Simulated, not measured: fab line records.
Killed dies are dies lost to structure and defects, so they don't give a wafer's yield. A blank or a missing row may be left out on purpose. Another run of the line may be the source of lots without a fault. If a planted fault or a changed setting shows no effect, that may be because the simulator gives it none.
fab line records	flow nandHarc
record: lots: 7	wafers: 21	lastDay: 25
route steps=1159 shown P_M2@340 P_BONDPAD@351 END@1159
lots that met no fault: taken from a fault-free run of the same line
startH: hours from the record's opening day to when the first of the lot's shown wafers began	waitH: hours since the lot's step before	" identical to the entry in the row above	L1.1+2: a row that stands for several wafers	- no value, or no start was given	* or withheld: withheld	< > ~ a bound
route shown NAME@n: NAME is a module with steps in the file, n the number in the route of the first one	usual: mean/standard deviation of fault-free wafers	same: alike in all rows	chamber/n: place in a boat	sites: readings site by site	_std_site: the values' standard deviation	_edge_site: outer sites' mean less inner sites'	radiusMm: for every site, how far away it sits from the centre of the wafer	mask NAME#n: copy n	behind: the last tool/chamber to shape the wafer	hold: what put the lot on hold/how long, in hours/how the hold closed	device: the n, p or np transistor that did not switch	end of line: tests run on the same wafers once the route is complete	for a step that has no rows: nothing shown but its recipe	killed: count of dies lost to structure and defects at first sort (not the wafer's yield)	map: a wafer's dies, x killed, . not, _ none there
set.NAME: the setting that was run; set.NAME@STEP: the one run at that earlier step	model.NAME: the simulator's own value behind a step, which no gauge read
certain route steps with their lots: each step a table, each wafer a row
services: from which hour (startH, from the record's first day; less than 0 if before it) a tool's chamber was out of use, for how many hours, and why
== steps ==
step: NHARC_P_M2_PVD_20
recipe: targetThkA: 50	biasV: 168.6	powerW: 15000	chamberPressurePa: 0.12	timeS: 8.06	substrateTempC: 50	material: TaN
usual: throttleValvePct: 29.9/0.78
lot.wafer	tool	chamber	startH	waitH	throttleValvePct
L474.3	pvdSputter-02	-	-	-	29.4
L474.4	"	-	"	"	30.2
L474.5	"	-	"	"	29.4
L475.3	pvdSputter-03	-	-	-	28.8
L475.1	"	-	"	"	31.6
L475.2	"	-	"	"	29.8
L484.3	pvdSputter-03	-	-	-	29.8
L484.1	"	-	"	"	29.0
L484.5	"	-	"	"	30.0
L483.2	pvdSputter-01	-	-	-	29.7
L483.3	"	-	"	"	31.3
L483.5	"	-	"	"	29.0
L488.3	pvdSputter-02	-	-	-	30.1
L488.2	"	-	"	"	29.2
L488.1	"	-	"	"	29.4
L495.4	pvdSputter-03	-	-	-	31.5
L495.1	"	-	"	"	30.0
L495.2	"	-	"	"	29.0
L497.3	pvdSputter-01	-	-	-	30.5
L497.5	"	-	"	"	30.7
L497.6	"	-	"	"	29.8
step: NHARC_P_M2_PVD_21
recipe: targetThkA: 300	chamberPressurePa: 5	powerW: 5000	substrateTempC: 30	timeS: 20.49	material: Cu
step: NHARC_P_M2_ECD_22
recipe: targetThkA: 4000	bathTempC: 25	material: Cu
step: NHARC_P_M2_ANNEAL_31
recipe: tempC: 225	timeS: 90
step: NHARC_P_M2_CMP_23
recipe: tOverpolishS: 20	targetThkNm: 144.3
usual: edgeZonePressureFrac: 1.000/0.005	motorCurrentA: 11.9/0.9	slurryFilterDpKPa: 13.50/0.14	timeToEndpointS: 29.2/2.7
lot.wafer	tool	chamber	startH	waitH	edgeZonePressureFrac	motorCurrentA	slurryFilterDpKPa	timeToEndpointS
L474.4	cmp-03	2	128.77	-	0.992	11.4	13.55	29.3
L474.3	"	3	"	"	1.003	11.3	13.30	29.2
L474.5	"	3	"	"	0.997	12.4	13.62	31.7
L475.1	cmp-02	2	134.64	-	0.998	12.0	13.71	31.9
L475.2	"	3	"	"	0.995	12.6	13.71	34.4
L475.3	"	1	"	"	1.011	12.8	13.70	31.7
L484.3	cmp-02	2	180.31	-	1.001	12.1	13.57	27.4
L484.1	"	3	"	"	0.993	12.8	13.57	30.9
L484.5	"	1	"	"	1.009	14.1	13.57	31.2
L483.2	cmp-03	2	180.56	-	0.999	11.8	13.36	27.2
L483.3	"	3	"	"	1.002	11.8	13.35	27.1
L483.5	"	3	"	"	1.007	11.5	13.54	26.0
L488.3	cmp-04	3	207.50	-	1.002	12.3	13.76	26.7
L488.2	"	0	"	"	0.998	11.6	13.36	25.8
L488.1	"	1	"	"	0.998	11.6	13.44	28.3
L495.2	cmp-02	0	245.09	-	1.004	10.1	13.61	27.6
L495.4	"	2	"	"	1.002	11.4	13.61	28.5
L495.1	"	3	"	"	0.999	12.6	13.46	33.3
L497.3	cmp-02	0	273.22	-	1.001	9.9	13.58	28.5
L497.6	"	3	"	"	1.005	12.4	13.35	33.4
L497.5	"	0	"	"	1.001	10.4	13.52	29.5
step: NHARC_P_M2_THK_MEAS_24
recipe: thkMeasGauge: xrf
usual: thkNm: 144.2/1.4
lot.wafer	tool	chamber	startH	waitH	thkNm
L474.3	filmMetro-02	-	129.09	-	143.3
L474.4	"	-	"	"	144.2
L474.5	"	-	"	"	144.3
L475.1	filmMetro-02	-	134.95	-	143.6
L475.2	"	-	"	"	145.4
L475.3	"	-	"	"	143.7
L484.1	filmMetro-02	-	180.57	-	144.8
L484.3	"	-	"	"	145.1
L484.5	"	-	"	"	146.3
L483.2	filmMetro-02	-	180.88	-	144.7
L483.3	"	-	"	"	144.1
L483.5	"	-	"	"	144.7
L488.1	filmMetro-01	-	207.82	-	144.7
L488.2	"	-	"	"	146.2
L488.3	"	-	"	"	144.0
L495.1	filmMetro-02	-	245.40	-	144.8
L495.2	"	-	"	"	142.2
L495.4	"	-	"	"	145.0
L497.3	filmMetro-02	-	273.51	-	142.4
L497.5	"	-	"	"	146.0
L497.6	"	-	"	"	143.6
step: NHARC_P_M2_SRD_25
step: NHARC_P_M2_INSPECT_27
usual: rawDefectCount: 315/110
lot.wafer	tool	chamber	startH	waitH	rawDefectCount
L474.3	defectInspect-01	-	129.25	0.0	169
L474.4	"	-	"	"	195
L474.5	"	-	"	"	259
L475.1	defectInspect-01	-	135.11	0.0	365
L475.2	"	-	"	"	348
L475.3	"	-	"	"	213
L484.1	defectInspect-02	-	180.72	0.0	439
L484.3	"	-	"	"	341
L484.5	"	-	"	"	309
L483.2	defectInspect-01	-	181.05	0.0	204
L483.3	"	-	"	"	202
L483.5	"	-	"	"	282
L488.1	defectInspect-02	-	207.97	0.0	339
L488.2	"	-	"	"	301
L488.3	"	-	"	"	307
L495.1	defectInspect-01	-	245.56	0.0	330
L495.2	"	-	"	"	316
L495.4	"	-	"	"	298
L497.3	defectInspect-02	-	273.67	0.0	192
L497.5	"	-	"	"	266
L497.6	"	-	"	"	250
step: NHARC_P_M2_PRE_CLEAN_32
recipe: timeS: 12	tempC: 370	rfPowerW: 300	gas: NH3
usual: heaterPowerW: 621/65
lot.wafer	tool	chamber	startH	waitH	heaterPowerW
L474.3	pecvd-02	2	129.34	0.1	642
L474.5	"	0	"	"	534
L474.4	"	1	"	"	626
L475.3	pecvd-02	1	135.17	0.1	555
L475.2	"	2	"	"	562
L475.1	"	0	"	"	637
L484.1	pecvd-04	0	180.79	0.1	545
L484.3	"	2	"	"	695
L484.5	"	0	"	"	556
L483.3	pecvd-02	2	181.12	0.1	616
L483.2	"	0	"	"	578
L483.5	"	0	"	"	574
L488.2	pecvd-02	1	208.04	0.1	554
L488.3	"	2	"	"	669
L488.1	"	0	"	"	644
L495.1	pecvd-02	1	245.62	0.1	540
L495.2	"	2	"	"	647
L495.4	"	2	"	"	671
L497.3	pecvd-02	1	273.76	0.1	529
L497.5	"	2	"	"	677
L497.6	"	1	"	"	541
step: NHARC_P_M2_DEP_33
recipe: targetThkA: 300	tempC: 370	targetThkNm: 30	pressureTorr: 3	flowSccm: 200	rfW: 450	material: SiCN
usual: heaterPowerW: 575/67
lot.wafer	tool	chamber	startH	waitH	heaterPowerW
L474.3	pecvd-02	2	129.48	0.1	556
L474.5	"	0	"	"	535
L474.4	"	1	"	"	522
L475.3	pecvd-02	1	135.25	0.1	480
L475.2	"	2	"	"	552
L475.1	"	0	"	"	547
L484.1	pecvd-04	0	180.87	0.1	584
L484.3	"	2	"	"	684
L484.5	"	0	"	"	599
L483.3	pecvd-02	2	181.20	0.1	640
L483.2	"	0	"	"	578
L483.5	"	0	"	"	602
L488.2	pecvd-02	1	208.12	0.1	536
L488.3	"	2	"	"	637
L488.1	"	0	"	"	592
L495.1	pecvd-02	1	245.70	0.1	518
L495.2	"	2	"	"	617
L495.4	"	2	"	"	607
L497.3	pecvd-02	1	273.90	0.1	523
L497.5	"	2	"	"	621
L497.6	"	1	"	"	531
step: NHARC_P_BONDPAD_DEP_00
recipe: targetThkA: 2500	tempC: 370	targetThkNm: 250	pressureTorr: 3	flowSccm: 200	rfW: 450	material: SiCN
usual: heaterPowerW: 584/71
lot.wafer	tool	chamber	startH	waitH	heaterPowerW
L474.3	pecvd-01	0	129.89	-	680
L474.5	"	2	"	"	652
L474.4	"	0	"	"	676
L475.3	pecvd-02	2	-	-	546
L475.1	"	0	"	"	564
L475.2	"	1	"	"	567
L484.3	pecvd-01	2	181.34	-	623
L484.1	"	0	"	"	734
L484.5	"	1	"	"	545
L483.3	pecvd-01	1	181.61	-	486
L483.2	"	0	"	"	676
L483.5	"	0	"	"	687
L488.3	pecvd-04	0	208.53	-	567
L488.1	"	1	"	"	524
L488.2	"	2	"	"	675
L495.2	pecvd-02	1	-	-	547
L495.1	"	0	"	"	510
L495.4	"	1	"	"	446
L497.3	pecvd-04	0	274.23	-	527
L497.5	"	0	"	"	533
L497.6	"	1	"	"	504
step: NHARC_P_BONDPAD_CMP_32
recipe: targetThkNm: 200	material: SiCN
usual: edgeZonePressureFrac: 1.000/0.005	motorCurrentA: 11.8/0.98	slurryFilterDpKPa: 13.53/0.13
lot.wafer	tool	chamber	startH	waitH	edgeZonePressureFrac	motorCurrentA	slurryFilterDpKPa
L474.3	cmp-01	2	130.21	-	1.000	10.5	13.46
L474.4	"	1	"	"	0.993	13.1	13.57
L474.5	"	2	"	"	0.999	10.8	13.61
L475.1	cmp-02	3	136.10	-	0.997	12.8	13.38
L475.3	"	0	"	"	0.993	10.0	13.53
L475.2	"	2	"	"	1.001	11.7	13.85
L484.3	cmp-02	1	181.70	-	-	-	-
L484.1	"	2	"	"	-	-	-
L484.5	"	1	"	"	-	-	-
L483.2	cmp-04	0	182.02	-	-	-	-
L483.3	"	3	"	"	-	-	-
L483.5	"	0	"	"	-	-	-
L488.3	cmp-04	0	208.94	-	-	-	-
L488.1	"	1	"	"	-	-	-
L488.2	"	2	"	"	-	-	-
L495.4	cmp-02	3	246.50	-	0.993	12.4	13.55
L495.2	"	0	"	"	1.001	10.4	13.55
L495.1	"	1	"	"	0.998	12.7	13.35
L497.3	cmp-01	0	274.71	-	0.996	11.9	13.66
L497.5	"	1	"	"	0.992	13.8	13.50
L497.6	"	2	"	"	1.000	10.6	13.38
step: NHARC_P_BONDPAD_THK_MEAS_33
recipe: thkMeasGauge: ellipsometry
usual: thkNm: 200.1/1.6
lot.wafer	tool	chamber	startH	waitH	thkNm
L474.3	filmMetro-01	-	130.46	0.2	200.3
L474.4	"	-	"	"	199.0
L474.5	"	-	"	"	200.0
L475.1	filmMetro-02	-	136.35	0.2	202.4
L475.2	"	-	"	"	201.5
L475.3	"	-	"	"	201.5
L484.1	filmMetro-02	-	181.95	0.2	251.9
L484.3	"	-	"	"	246.6
L484.5	"	-	"	"	255.7
L483.2	filmMetro-02	-	182.27	0.2	250.6
L483.3	"	-	"	"	252.2
L483.5	"	-	"	"	257.2
L488.1	filmMetro-01	-	209.19	0.2	243.7
L488.2	"	-	"	"	245.3
L488.3	"	-	"	"	253.5
L495.1	filmMetro-02	-	246.76	0.2	203.1
L495.2	"	-	"	"	203.0
L495.4	"	-	"	"	203.3
L497.3	filmMetro-02	-	274.89	0.2	200.6
L497.5	"	-	"	"	198.8
L497.6	"	-	"	"	200.0
step: NHARC_P_BONDPAD_SRD_34
step: NHARC_END_SORT_01
recipe: tempC: 25
usual: defectLimitedYield: 95.3/1.7	killedAtArray: 28/11	killedAtOther: 0.5/0.85	killedAtPeriphery: 2.7/1.9	killedDies: 32/12	killedOpen: 3.3/1.6	killedShort: 2.1/1.5	sort_bin_2_pct: 1.5/0.71	sort_bin_3_pct: 0.25/0.23	sort_bin_4_pct: 3.0/1.1	sortNPass: 645/12	sortRimYieldPct: 95/3.1	sortYieldPct: 95.3/1.7
same: grossDies: 677	sort_bin_5_pct[%]: 0	sort_bin_6_pct[%]: 0	sort_bin_7_pct[%]: 0	sort_bin_8_pct[%]: 0	sortRimNGross: 106.00
lot.wafer	tool	chamber	startH	waitH	defectLimitedYield[%]	killedAtArray	killedAtOther	killedAtPeriphery	killedDies	killedOpen	killedShort	sort_bin_2_pct[%]	sort_bin_3_pct[%]	sort_bin_4_pct[%]	sortNPass	sortRimYieldPct[%]	sortYieldPct[%]
L474.3	prober-02	0	458.80	3.1	96.2	24	0	2	26	4	4	1.0	0	2.8	651	98	96.2
L474.4	prober-02	0	459.60	3.4	96.5	21	0	3	24	7	4	1.3	0.44	1.8	653	94	96.5
L474.5	prober-02	0	460.41	3.7	96.5	20	0	4	24	5	2	0.9	0.44	2.2	653	97	96.5
L475.1	prober-01	0	464.90	2.5	97.0	19	1	0	20	5	4	1.0	0.15	1.8	657	98	97.0
L475.2	prober-01	0	465.70	2.8	97.8	13	0	2	15	3	2	0.7	0.30	1.2	662	96	97.8
L475.3	prober-01	0	466.50	3.1	97.6	14	0	2	16	2	3	0.4	0.15	1.8	661	96	97.6
L483.2	prober-02	0	494.06	2.8	0	21	1	655	677	3	4	97.6	0.15	2.2	0	0	0
L483.3	prober-02	0	494.86	3.1	0	15	1	661	677	2	0	98.2	0.15	1.6	0	0	0
L483.5	prober-02	0	496.47	3.7	0	16	0	661	677	4	3	97.6	0	2.4	0	0	0
L484.1	prober-01	0	512.91	2.5	0	18	2	657	677	4	1	97.3	0.15	2.5	0	0	0
L484.3	prober-01	0	514.51	3.1	0	18	2	657	677	3	1	97.8	0.44	1.8	0	0	0
L484.5	prober-01	0	516.11	3.7	0	13	3	661	677	2	3	98.4	0.15	1.5	0	0	0
L488.1	prober-02	0	512.95	2.5	0	65	1	611	677	2	2	92.9	1.48	5.6	0	0	0
L488.2	prober-02	0	513.74	2.8	0	37	0	640	677	3	2	96.5	0.30	3.2	0	0	0
L488.3	prober-02	0	514.53	3.1	0	51	1	625	677	3	2	95.0	0.59	4.4	0	0	0
L495.1	prober-01	0	571.82	2.5	93.8	37	0	5	42	8	3	1.5	0.15	4.6	635	94	93.8
L495.2	prober-01	0	572.61	2.8	93.9	36	0	5	41	3	4	2.8	0.15	3.1	636	98	93.9
L495.4	prober-01	0	574.18	3.3	93.6	34	0	9	43	3	9	2.7	0.15	3.5	634	96	93.6
L497.3	prober-01	0	588.86	3.1	94.8	35	0	0	35	5	1	1.3	0.59	3.2	642	98	94.8
L497.5	prober-01	0	590.47	3.7	93.6	34	0	9	43	5	6	2.2	0.89	3.2	634	93	93.6
L497.6	prober-01	0	591.27	4.0	91.9	51	0	4	55	6	4	3.5	0.30	4.3	622	93	91.9
killed by level:class
L474.3 A_CONTACT:chamberFilmFlake=5 A_WL_FILL:chamberFilmFlake=3 A_M1:chamberFilmFlake=3 P_CONTACT:geometricParticle:short=2 A_CONTACT:geometricParticle:open=2 A_CHANNEL_HOLE_D1:chamberFilmFlake=2 A_STAIRCASE:chamberFilmFlake=2 A_SLIT:chamberFilmFlake=2
L474.4 A_WL_FILL:chamberFilmFlake=5 A_CHANNEL_HOLE_D1:chamberFilmFlake=4 A_ONON_D1:geometricParticle:short=2 A_ONON_D1:geometricParticle:open=2 A_CONTACT:geometricParticle:open=2 A_M0:geometricParticle:short=2 P_M0:geometricParticle:open=1 A_CHANNEL_FILL_D1:geometricParticle:open=1
L474.5 A_STAIRCASE:chamberFilmFlake=3 A_WL_FILL:chamberFilmFlake=3 A_CONTACT:chamberFilmFlake=3 A_ONON_D1:geometricParticle:open=2 A_WL_FILL:geometricParticle:open=2 P_STI:chamberFilmFlake=2 A_CHANNEL_HOLE_D1:chamberFilmFlake=2 A_M1:chamberFilmFlake=2
L475.1 A_SLIT:chamberFilmFlake=8 A_WL_FILL:geometricParticle:open=2 A_WL_FILL:geometricParticle:short=2 A_CONTACT:chamberFilmFlake=2 A_ONON_D1:geometricParticle:open=1 A_STAIRCASE:geometricParticle:open=1 A_SGD_CUT:geometricParticle:short=1 A_CONTACT:geometricParticle:open=1
L475.2 A_SLIT:chamberFilmFlake=7 A_CONTACT:chamberFilmFlake=2 P_CONTACT:geometricParticle:open=1 P_CONTACT:geometricParticle:short=1 A_ONON_D1:geometricParticle:open=1 A_WL_FILL:geometricParticle:short=1 A_M0:geometricParticle:open=1 A_WL_FILL:chamberFilmFlake=1
L475.3 A_SLIT:chamberFilmFlake=6 A_CONTACT:chamberFilmFlake=2 P_CONTACT:geometricParticle:short=1 P_M0:geometricParticle:short=1 A_WL_FILL:geometricParticle:short=1 A_CONTACT:geometricParticle:open=1 A_M0:geometricParticle:open=1 A_ZERO_WELL:chamberFilmFlake=1
L483.2 P_BONDPAD:areaCmp=651 A_CONTACT:chamberFilmFlake=4 P_GATE:chamberFilmFlake=3 A_CHANNEL_HOLE_D1:chamberFilmFlake=3 A_STAIRCASE:chamberFilmFlake=3 A_SOURCE_PLATE:geometricParticle:short=2 A_WL_FILL:geometricParticle:short=2 A_WL_FILL:geometricParticle:open=2
L483.3 P_BONDPAD:areaCmp=659 A_BONDPAD:chamberFilmFlake=4 A_CHANNEL_HOLE_D1:chamberFilmFlake=3 A_CONTACT:chamberFilmFlake=3 A_M0:geometricParticle:open=2 P_GATE:chamberFilmFlake=2 A_CHANNEL_FILL_D1:chamberFilmFlake=1 A_SLIT:chamberFilmFlake=1
L483.5 P_BONDPAD:areaCmp=658 A_CONTACT:chamberFilmFlake=6 A_BONDPAD:chamberFilmFlake=3 P_CONTACT:geometricParticle:open=2 A_WL_FILL:geometricParticle:short=2 A_CHANNEL_HOLE_D1:chamberFilmFlake=2 P_GATE:geometricParticle:short=1 A_SOURCE_PLATE:geometricParticle:open=1
L484.1 P_BONDPAD:areaCmp=654 A_CHANNEL_FILL_D1:chamberFilmFlake=6 A_CHANNEL_HOLE_D1:chamberFilmFlake=3 A_CONTACT:chamberFilmFlake=3 A_STAIRCASE:chamberFilmFlake=2 THIN_TSV:chamberFilmFlake=2 P_GATE:geometricParticle:open=1 P_CONTACT:geometricParticle:open=1
L488.1 P_BONDPAD:areaCmp=606 A_CHANNEL_HOLE_D1:chamberFilmFlake=24 A_SLIT:chamberFilmFlake=18 A_STAIRCASE:chamberFilmFlake=11 A_CONTACT:chamberFilmFlake=6 A_CHANNEL_FILL_D1:chamberFilmFlake=3 P_ZERO_WELL:chamberFilmFlake=2 P_M1:chamberFilmFlake=2
L488.2 P_BONDPAD:areaCmp=638 A_SLIT:chamberFilmFlake=14 A_CHANNEL_HOLE_D1:chamberFilmFlake=7 A_STAIRCASE:chamberFilmFlake=7 A_CONTACT:chamberFilmFlake=4 P_M0:geometricParticle:open=1 A_ONON_D1:geometricParticle:short=1 A_CHANNEL_HOLE_D1:geometricParticle:short=1
L484.3 P_BONDPAD:areaCmp=656 A_CONTACT:chamberFilmFlake=5 A_CHANNEL_FILL_D1:chamberFilmFlake=4 A_CHANNEL_HOLE_D1:chamberFilmFlake=3 A_CONTACT:geometricParticle:open=2 THIN_TSV:chamberFilmFlake=2 P_CONTACT:geometricParticle:open=1 A_CHANNEL_FILL_D1:geometricParticle:short=1
L488.3 P_BONDPAD:areaCmp=624 A_SLIT:chamberFilmFlake=18 A_CHANNEL_HOLE_D1:chamberFilmFlake=15 A_STAIRCASE:chamberFilmFlake=11 A_CONTACT:chamberFilmFlake=2 A_CHANNEL_HOLE_D1:geometricParticle:short=1 A_CHANNEL_FILL_D1:geometricParticle:open=1 A_SGD_CUT:geometricParticle:open=1
L484.5 P_BONDPAD:areaCmp=659 A_CHANNEL_FILL_D1:chamberFilmFlake=5 A_CHANNEL_FILL_D1:geometricParticle:short=2 THIN_TSV:chamberFilmFlake=2 P_CONTACT:geometricParticle:open=1 A_CHANNEL_HOLE_D1:geometricParticle:open=1 STARTING-WAFER:geometricParticle:short=1 P_STI:chamberFilmFlake=1
L495.1 A_SLIT:chamberFilmFlake=13 A_CHANNEL_HOLE_D1:chamberFilmFlake=10 A_CONTACT:chamberFilmFlake=3 A_CHANNEL_FILL_D1:geometricParticle:short=2 P_ZERO_WELL:chamberFilmFlake=2 A_SGD_CUT:chamberFilmFlake=2 P_GATE:geometricParticle:open=1 P_M0:geometricParticle:open=1
L495.2 A_SLIT:chamberFilmFlake=17 A_CHANNEL_HOLE_D1:chamberFilmFlake=4 A_CHANNEL_FILL_D1:geometricParticle:open=3 A_CONTACT:chamberFilmFlake=3 P_ZERO_WELL:chamberFilmFlake=2 P_BONDPAD:chamberFilmFlake=2 A_STAIRCASE:chamberFilmFlake=2 A_SGD_CUT:chamberFilmFlake=2
L495.4 A_SLIT:chamberFilmFlake=16 A_CHANNEL_HOLE_D1:chamberFilmFlake=4 A_CHANNEL_FILL_D1:geometricParticle:short=3 P_ZERO_WELL:chamberFilmFlake=3 P_BONDPAD:chamberFilmFlake=3 A_ONON_D1:geometricParticle:short=2 A_WL_FILL:geometricParticle:short=2 A_WL_FILL:chamberFilmFlake=2
L497.3 A_SLIT:chamberFilmFlake=20 A_CHANNEL_FILL_D1:geometricParticle:open=4 A_CONTACT:chamberFilmFlake=4 A_CHANNEL_HOLE_D1:chamberFilmFlake=2 A_WL_FILL:geometricParticle:short=1 A_CONTACT:geometricParticle:open=1 A_CHANNEL_FILL_D1:chamberFilmFlake=1 A_STAIRCASE:chamberFilmFlake=1
L497.5 A_SLIT:chamberFilmFlake=17 A_STAIRCASE:chamberFilmFlake=5 P_CONTACT:chamberFilmFlake=4 A_CHANNEL_FILL_D1:geometricParticle:short=2 P_ZERO_WELL:chamberFilmFlake=2 A_ZERO_WELL:chamberFilmFlake=2 A_CONTACT:chamberFilmFlake=2 P_GATE:geometricParticle:short=1
L497.6 A_SLIT:chamberFilmFlake=31 A_CONTACT:chamberFilmFlake=7 A_CONTACT:geometricParticle:open=2 A_STAIRCASE:chamberFilmFlake=2 P_CONTACT:geometricParticle:open=1 P_M1:geometricParticle:short=1 A_ONON_D1:geometricParticle:open=1 A_CHANNEL_HOLE_D1:geometricParticle:open=1
map L483.2 (x killed, . not)
____________x____________
_________xxxxxxx_________
_______xxxxxxxxxxx_______
______xxxxxxxxxxxxx______
_____xxxxxxxxxxxxxxx_____
____xxxxxxxxxxxxxxxxx____
____xxxxxxxxxxxxxxxxx____
___xxxxxxxxxxxxxxxxxxx___
___xxxxxxxxxxxxxxxxxxx___
__xxxxxxxxxxxxxxxxxxxxx__
__xxxxxxxxxxxxxxxxxxxxx__
_xxxxxxxxxxxxxxxxxxxxxxx_
_xxxxxxxxxxxxxxxxxxxxxxx_
_xxxxxxxxxxxxxxxxxxxxxxx_
_xxxxxxxxxxxxxxxxxxxxxxx_
_xxxxxxxxxxxxxxxxxxxxxxx_
xxxxxxxxxxxxxxxxxxxxxxxxx
xxxxxxxxxxxxxxxxxxxxxxxxx
xxxxxxxxxxxxxxxxxxxxxxxxx
xxxxxxxxxxxxxxxxxxxxxxxxx
xxxxxxxxxxxxxxxxxxxxxxxxx
_xxxxxxxxxxxxxxxxxxxxxxx_
_xxxxxxxxxxxxxxxxxxxxxxx_
_xxxxxxxxxxxxxxxxxxxxxxx_
_xxxxxxxxxxxxxxxxxxxxxxx_
_xxxxxxxxxxxxxxxxxxxxxxx_
__xxxxxxxxxxxxxxxxxxxxx__
__xxxxxxxxxxxxxxxxxxxxx__
___xxxxxxxxxxxxxxxxxxx___
___xxxxxxxxxxxxxxxxxxx___
____xxxxxxxxxxxxxxxxx____
____xxxxxxxxxxxxxxxxx____
_____xxxxxxxxxxxxxxx_____
______xxxxxxxxxxxxx______
_______xxxxxxxxxxx_______
_________xxxxxxx_________
____________x____________
map L484.1 (x killed, . not)
____________x____________
_________xxxxxxx_________
_______xxxxxxxxxxx_______
______xxxxxxxxxxxxx______
_____xxxxxxxxxxxxxxx_____
____xxxxxxxxxxxxxxxxx____
____xxxxxxxxxxxxxxxxx____
___xxxxxxxxxxxxxxxxxxx___
___xxxxxxxxxxxxxxxxxxx___
__xxxxxxxxxxxxxxxxxxxxx__
__xxxxxxxxxxxxxxxxxxxxx__
_xxxxxxxxxxxxxxxxxxxxxxx_
_xxxxxxxxxxxxxxxxxxxxxxx_
_xxxxxxxxxxxxxxxxxxxxxxx_
_xxxxxxxxxxxxxxxxxxxxxxx_
_xxxxxxxxxxxxxxxxxxxxxxx_
xxxxxxxxxxxxxxxxxxxxxxxxx
xxxxxxxxxxxxxxxxxxxxxxxxx
xxxxxxxxxxxxxxxxxxxxxxxxx
xxxxxxxxxxxxxxxxxxxxxxxxx
xxxxxxxxxxxxxxxxxxxxxxxxx
_xxxxxxxxxxxxxxxxxxxxxxx_
_xxxxxxxxxxxxxxxxxxxxxxx_
_xxxxxxxxxxxxxxxxxxxxxxx_
_xxxxxxxxxxxxxxxxxxxxxxx_
_xxxxxxxxxxxxxxxxxxxxxxx_
__xxxxxxxxxxxxxxxxxxxxx__
__xxxxxxxxxxxxxxxxxxxxx__
___xxxxxxxxxxxxxxxxxxx___
___xxxxxxxxxxxxxxxxxxx___
____xxxxxxxxxxxxxxxxx____
____xxxxxxxxxxxxxxxxx____
_____xxxxxxxxxxxxxxx_____
______xxxxxxxxxxxxx______
_______xxxxxxxxxxx_______
_________xxxxxxx_________
____________x____________
== services ==
tool	chamber	startH	hours	kind
cmp-04	-	105.07	4.0	pm
cmp-01	-	116.55	3.3	repair
cmp-01	-	126.29	0.2	repair
cmp-03	-	129.69	4.1	repair
cmp-02	-	130.11	4.0	pm
pecvd-04	0	151.19	3.4	repair
pecvd-02	-	153.45	13.0	pm
pecvd-04	-	155.90	1.0	repair
cmp-03	-	156.07	4.0	pm
cmp-02	-	157.97	1.9	repair
pvdSputter-01	-	158.00	10.0	pm
cmp-03	-	163.83	1.5	repair
pecvd-01	2	177.05	2.4	repair
cmp-01	-	179.66	4.0	pm
pecvd-02	0	183.67	6.2	repair
pecvd-04	-	195.28	13.0	pm
cmp-04	-	202.10	0.7	repair
cmp-04	-	203.07	4.0	pm
pecvd-02	-	213.11	1.0	repair
cmp-02	-	225.52	0.5	repair
pecvd-04	1	227.64	5.6	repair
cmp-02	-	228.11	4.0	pm
pecvd-01	-	237.00	13.0	pm
cmp-04	-	243.15	0.5	repair
== key ==
firstSign: step: NHARC_P_BONDPAD_CMP_32	reading: toolRecord	direction: missing
effect: step: NHARC_P_BONDPAD_THK_MEAS_33	reading: thkNm	direction: up	sigmas: 32	usual: 200.1	struck: 250.8
effect: step: NHARC_END_SORT_01	reading: killedAtPeriphery	direction: up	sigmas: 99+	usual: 2.7	struck: 647.6
moreKillsBornAt: NHARC_P_BONDPAD_CMP_32@cmp-04: 3836	NHARC_P_BONDPAD_CMP_32@cmp-02: 1969
metAt NHARC_P_BONDPAD_CMP_32
struckWafers L483.2,L483.3,L483.5,L484.1,L484.3,L484.5,L488.1,L488.2,L488.3
laterRowsLeftOut L483.2,L483.3,L483.5,L484.1,L484.3,L484.5,L488.1,L488.2,L488.3
onsetBetween 136.10 181.70
fault: kind: skippedStepWhole	tool: cmp-02,cmp-04	chamber: -	onsetH: 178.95	steps: NHARC_P_BONDPAD_CMP_32	scope: struckLotsOnly
laterRowsLeftOut: the simulator's readings of these wafers behind a module that went badly wrong aren't trusted and aren't shown, but for the sort
